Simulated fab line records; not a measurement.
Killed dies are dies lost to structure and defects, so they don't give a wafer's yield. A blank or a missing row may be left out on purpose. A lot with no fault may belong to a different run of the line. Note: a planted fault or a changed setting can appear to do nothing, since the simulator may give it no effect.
What tool caused it? || flow n5Finfet || 13 lots, 36 wafers sampled, at 4 steps of a route of 1938

WHAT EACH GAUGE READ, for each wafer
The record lacks any reading of a measuring or inspecting step that a usual standard deviation could be used to judge.

WHAT TOOL EACH LOT RAN ON (gives the tool, then ch and the chambers of the sampled wafers, and finally the start)
{"lot": "L156", "N5_BEOL_M5_SURFACE_TREAT_87": "pvdSputter-01, day 8 07:16", "N5_BEOL_M5_CVD_47": "cvdCo-02 ch 0,1,2, day 8 07:26", "N5_BEOL_M5_SPUTTER_83": "pvdSputter-02, day 8 12:11", "N5_BEOL_M5_ANNEAL_89": "pvdSputter-02, day 8 13:50"}
{"lot": "L157", "N5_BEOL_M5_SURFACE_TREAT_87": "pvdSputter-03, day 8 13:56", "N5_BEOL_M5_CVD_47": "cvdCo-02 ch 0,2, day 8 14:04", "N5_BEOL_M5_SPUTTER_83": "pvdSputter-03, day 8 16:26", "N5_BEOL_M5_ANNEAL_89": "pvdSputter-03, day 8 17:36"}
{"lot": "L158", "N5_BEOL_M5_SURFACE_TREAT_87": "pvdSputter-01, day 8 14:25", "N5_BEOL_M5_CVD_47": "cvdCo-02 ch 0,1, day 8 14:32", "N5_BEOL_M5_SPUTTER_83": "pvdSputter-01, day 8 17:04", "N5_BEOL_M5_ANNEAL_89": "pvdSputter-01, day 8 18:14"}
{"lot": "L159", "N5_BEOL_M5_SURFACE_TREAT_87": "pvdSputter-02, day 9 04:27", "N5_BEOL_M5_CVD_47": "cvdCo-01 ch 0,1,2, day 9 04:31", "N5_BEOL_M5_SPUTTER_83": "pvdSputter-03, day 9 06:51", "N5_BEOL_M5_ANNEAL_89": "pvdSputter-03, day 9 08:01"}
{"lot": "L162", "N5_BEOL_M5_SURFACE_TREAT_87": "pvdSputter-01, day 9 14:53", "N5_BEOL_M5_CVD_47": "cvdCo-02 ch 0,2, day 9 14:57", "N5_BEOL_M5_SPUTTER_83": "pvdSputter-01, day 9 17:42", "N5_BEOL_M5_ANNEAL_89": "pvdSputter-01, day 9 18:52"}
{"lot": "L161", "N5_BEOL_M5_SURFACE_TREAT_87": "pvdSputter-03, day 9 15:58", "N5_BEOL_M5_CVD_47": "cvdCo-01 ch 0,1,2, day 9 16:07", "N5_BEOL_M5_SPUTTER_83": "pvdSputter-03, day 9 18:29", "N5_BEOL_M5_ANNEAL_89": "pvdSputter-03, day 9 19:39"}
{"lot": "L165", "N5_BEOL_M5_SURFACE_TREAT_87": "pvdSputter-03, day 10 12:24", "N5_BEOL_M5_CVD_47": "cvdCo-01 ch 1,2, day 10 12:31", "N5_BEOL_M5_SPUTTER_83": "pvdSputter-03, day 10 14:49", "N5_BEOL_M5_ANNEAL_89": "pvdSputter-03, day 10 16:27"}
{"lot": "L164", "N5_BEOL_M5_SURFACE_TREAT_87": "pvdSputter-02, day 10 12:49", "N5_BEOL_M5_CVD_47": "cvdCo-02 ch 0,1, day 10 12:59", "N5_BEOL_M5_SPUTTER_83": "pvdSputter-02, day 10 15:27", "N5_BEOL_M5_ANNEAL_89": "pvdSputter-02, day 10 16:37"}
{"lot": "L171", "N5_BEOL_M5_SURFACE_TREAT_87": "pvdSputter-01, day 12 16:07", "N5_BEOL_M5_CVD_47": "cvdCo-02 ch 2, day 12 16:14", "N5_BEOL_M5_SPUTTER_83": "pvdSputter-03, day 12 18:33", "N5_BEOL_M5_ANNEAL_89": "pvdSputter-03, day 12 19:43"}
{"lot": "L173", "N5_BEOL_M5_SURFACE_TREAT_87": "pvdSputter-01, day 13 05:19", "N5_BEOL_M5_CVD_47": "cvdCo-01 ch 1,2, day 13 05:23", "N5_BEOL_M5_SPUTTER_83": "pvdSputter-03, day 13 07:50", "N5_BEOL_M5_ANNEAL_89": "pvdSputter-03, day 13 09:00"}
{"lot": "L175", "N5_BEOL_M5_SURFACE_TREAT_87": "pvdSputter-03, day 13 10:47", "N5_BEOL_M5_CVD_47": "cvdCo-01 ch 1,2, day 13 10:59", "N5_BEOL_M5_SPUTTER_83": "pvdSputter-01, day 13 13:25", "N5_BEOL_M5_ANNEAL_89": "pvdSputter-01, day 13 14:35"}
{"lot": "L174", "N5_BEOL_M5_SURFACE_TREAT_87": "pvdSputter-01, day 13 11:07", "N5_BEOL_M5_CVD_47": "cvdCo-01 ch 0,1,2, day 13 11:25", "N5_BEOL_M5_SPUTTER_83": "pvdSputter-03, day 13 15:14", "N5_BEOL_M5_ANNEAL_89": "pvdSputter-03, day 13 16:25"}
{"lot": "L178", "N5_BEOL_M5_SURFACE_TREAT_87": "pvdSputter-03, day 14 14:04", "N5_BEOL_M5_CVD_47": "cvdCo-01 ch 0,2, day 14 14:08", "N5_BEOL_M5_SPUTTER_83": "pvdSputter-03, day 14 16:36", "N5_BEOL_M5_ANNEAL_89": "pvdSputter-03, day 14 17:46"}
- N5_BEOL_M5_SURFACE_TREAT_87
- N5_BEOL_M5_CVD_47: deposits Co from CCTBA/H2, target thk 3 nm, time 216 s.
- N5_BEOL_M5_SPUTTER_83: material Cu, target thk 15 nm, time 27.62 s.
- N5_BEOL_M5_ANNEAL_89: time 1800 s.

AS READ BY THE TOOLS THEMSELVES (means over the sampled wafers that have a number; for cases with no such wafer, the mark the record gives instead)
N5_BEOL_M5_CVD_47. Usual: runLengthS at 238.8 s, with a standard deviation of 0.4.
{"lot": "L156", "tool": "cvdCo-02", "runLengthS (s)": 238.8, "flag": ""}
{"lot": "L157", "tool": "cvdCo-02", "runLengthS (s)": 239.1, "flag": ""}
{"lot": "L158", "tool": "cvdCo-02", "runLengthS (s)": 238.5, "flag": ""}
{"lot": "L159", "tool": "cvdCo-01", "runLengthS (s)": 238.7, "flag": ""}
{"lot": "L162", "tool": "cvdCo-02", "runLengthS (s)": 239.1, "flag": ""}
{"lot": "L161", "tool": "cvdCo-01", "runLengthS (s)": 238.5, "flag": ""}
{"lot": "L165", "tool": "cvdCo-01", "runLengthS (s)": 239.2, "flag": ""}
{"lot": "L164", "tool": "cvdCo-02", "runLengthS (s)": 238.9, "flag": ""}
{"lot": "L171", "tool": "cvdCo-02", "runLengthS (s)": 240.9, "flag": "OFF"}
{"lot": "L173", "tool": "cvdCo-01", "runLengthS (s)": 238.9, "flag": ""}
{"lot": "L175", "tool": "cvdCo-01", "runLengthS (s)": 238.8, "flag": ""}
{"lot": "L174", "tool": "cvdCo-01", "runLengthS (s)": 238.9, "flag": ""}
{"lot": "L178", "tool": "cvdCo-01", "runLengthS (s)": 238.9, "flag": ""}

N5_BEOL_M5_SPUTTER_83. Usual: susceptorTempC -20.00 C, standard deviation 0.11; throttleValvePct 30.1 %, standard deviation 0.84.
{"lot": "L156", "tool": "pvdSputter-02", "susceptorTempC (C)": -20.04, "throttleValvePct (%)": 29.9, "flag": ""}
{"lot": "L157", "tool": "pvdSputter-03", "susceptorTempC (C)": -19.97, "throttleValvePct (%)": 30.2, "flag": ""}
{"lot": "L158", "tool": "pvdSputter-01", "susceptorTempC (C)": -19.95, "throttleValvePct (%)": 29.2, "flag": ""}
{"lot": "L159", "tool": "pvdSputter-03", "susceptorTempC (C)": -20.02, "throttleValvePct (%)": 30.5, "flag": ""}
{"lot": "L162", "tool": "pvdSputter-01", "susceptorTempC (C)": -19.93, "throttleValvePct (%)": 29.5, "flag": ""}
{"lot": "L161", "tool": "pvdSputter-03", "susceptorTempC (C)": -20.00, "throttleValvePct (%)": 30.5, "flag": ""}
{"lot": "L165", "tool": "pvdSputter-03", "susceptorTempC (C)": -19.97, "throttleValvePct (%)": 30.0, "flag": ""}
{"lot": "L164", "tool": "pvdSputter-02", "susceptorTempC (C)": -20.01, "throttleValvePct (%)": 29.7, "flag": ""}
{"lot": "L171", "tool": "pvdSputter-03", "susceptorTempC (C)": -19.87, "throttleValvePct (%)": 29.3, "flag": ""}
{"lot": "L173", "tool": "pvdSputter-03", "susceptorTempC (C)": -20.03, "throttleValvePct (%)": 30.4, "flag": ""}
{"lot": "L175", "tool": "pvdSputter-01", "susceptorTempC (C)": -19.98, "throttleValvePct (%)": 29.9, "flag": ""}
{"lot": "L174", "tool": "pvdSputter-03", "susceptorTempC (C)": -19.99, "throttleValvePct (%)": 30.6, "flag": ""}
{"lot": "L178", "tool": "pvdSputter-03", "susceptorTempC (C)": -20.00, "throttleValvePct (%)": 30.6, "flag": ""}

N5_BEOL_M5_ANNEAL_89. Usual: heaterPowerW 914 W, standard deviation 87; susceptorTempC 400.02 C, standard deviation 0.22.
{"lot": "L156", "tool": "pvdSputter-02", "heaterPowerW (W)": 812, "susceptorTempC (C)": 399.95, "flag": ""}
{"lot": "L157", "tool": "pvdSputter-03", "heaterPowerW (W)": 912, "susceptorTempC (C)": 400.08, "flag": ""}
{"lot": "L158", "tool": "pvdSputter-01", "heaterPowerW (W)": 916, "susceptorTempC (C)": 400.13, "flag": ""}
{"lot": "L159", "tool": "pvdSputter-03", "heaterPowerW (W)": 952, "susceptorTempC (C)": 400.09, "flag": ""}
{"lot": "L162", "tool": "pvdSputter-01", "heaterPowerW (W)": 987, "susceptorTempC (C)": 400.03, "flag": ""}
{"lot": "L161", "tool": "pvdSputter-03", "heaterPowerW (W)": 862, "susceptorTempC (C)": 400.14, "flag": ""}
{"lot": "L165", "tool": "pvdSputter-03", "heaterPowerW (W)": 835, "susceptorTempC (C)": 400.02, "flag": ""}
{"lot": "L164", "tool": "pvdSputter-02", "heaterPowerW (W)": 896, "susceptorTempC (C)": 400.08, "flag": ""}
{"lot": "L171", "tool": "pvdSputter-03", "heaterPowerW (W)": 806, "susceptorTempC (C)": 399.70, "flag": ""}
{"lot": "L173", "tool": "pvdSputter-03", "heaterPowerW (W)": 973, "susceptorTempC (C)": 400.11, "flag": ""}
{"lot": "L175", "tool": "pvdSputter-01", "heaterPowerW (W)": 969, "susceptorTempC (C)": 400.00, "flag": ""}
{"lot": "L174", "tool": "pvdSputter-03", "heaterPowerW (W)": 862, "susceptorTempC (C)": 399.99, "flag": ""}
{"lot": "L178", "tool": "pvdSputter-03", "heaterPowerW (W)": 868, "susceptorTempC (C)": 400.08, "flag": ""}

THE ANSWER, worked out from the rows above alone
Rule: take the mean of a lot's wafers that have a number; if it is more than 3 standard deviations from the usual mean, the lot is off. A lot without any number at a reading at which 4 lots or more have one is off too. All remaining lots with rows at the step are treated as sound. After the gauges, taken in route order, come the tools' own readings; for these a lot's mean is taken, as printed above. At the first step where some lot is off, the reading lying furthest off is the one used; lots without a number count as furthest.
Off: L171, at N5_BEOL_M5_CVD_47 (runLengthS).
If a tool, at that step or one of the process steps before it, ran each lot that is off and ran no sound lot following the first of them, it fits. One candidate fits, namely cvdCo-02 at N5_BEOL_M5_CVD_47. A fault onset in the window from L164 (day 10 12:59, its last sound lot) to L171 (day 12 16:14, its first lot off) fits.
On the lots that are off, the tool's own readings at N5_BEOL_M5_CVD_47 differ by more than 5 times the standard deviation of the sound lots' means, which bears it out; runLengthS reads 240.9 s there versus 238.9 s on the sound lots.

WHAT HAD BEEN PUT IN BY THE SIMULATOR
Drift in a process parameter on cvdCo-02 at N5_BEOL_M5_CVD_47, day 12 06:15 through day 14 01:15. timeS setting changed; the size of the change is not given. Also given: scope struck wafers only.
Shown lots that were struck: L171. This agrees with what the rule above found.
